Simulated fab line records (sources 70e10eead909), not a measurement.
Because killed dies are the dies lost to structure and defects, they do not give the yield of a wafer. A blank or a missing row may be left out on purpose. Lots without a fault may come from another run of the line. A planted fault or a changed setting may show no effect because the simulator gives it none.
What tool caused it? | flow nand harc | 36 wafers sampled from 12 lots at 1 step of a route of 1159

WHAT EACH GAUGE READ, for each wafer
NHARC_A_CONTACT_CD_MEAS_15.
lot  | measured     | on        | cd nm (nm)
L074 | day 17 02:58 | cd sem-01 | 91.3 91.3 91.1
L078 | day 17 17:20 | cd sem-01 | 90.3 90.0 89.6
L080 | day 18 05:55 | cd sem-01 | 90.8 90.4 91.1
L083 | day 18 18:12 | cd sem-02 | 91.3 91.1 89.9
L085 | day 19 08:17 | cd sem-02 | 89.4 88.8 90.2
L084 | day 19 16:57 | cd sem-03 | 90.0 89.3 89.3
L086 | day 20 00:58 | cd sem-03 | 89.7 90.4 89.3
L088 | day 20 19:59 | cd sem-01 | 90.6 91.3 90.8
L091 | day 21 07:54 | cd sem-03 | 89.9 90.3 90.0
L092 | day 21 14:10 | cd sem-01 | 90.7 90.3 89.8
L094 | day 21 21:32 | cd sem-02 | 90.2 90.0 89.8
L096 | day 22 14:10 | cd sem-03 | 90.5 89.8 90.1

WHICH TOOL RAN EACH LOT (tool, then ch and the chambers of the sampled wafers, then the start)
The record holds no process step before these readings.

THE ANSWER, worked out from the rows above alone
Rule: what is usual is taken from the lots themselves. The widest of any qualifying gaps counts: lots, ordered by their means at a reading, are off when they make up no more than a third of the lots, leave a main group of 4 or more, and stand apart from it by 3 or more times the standard deviation of that group's means. A main group whose means are all the same, to the digits that the tables above print for the reading, isn't used. Also off: a lot with no number at a reading for which 4 or more lots have one. Any other lot the step has rows for is counted as sound.
None of the lots is off at any reading shown; this tells nothing.

WHAT THE SIMULATOR HAD PUT IN
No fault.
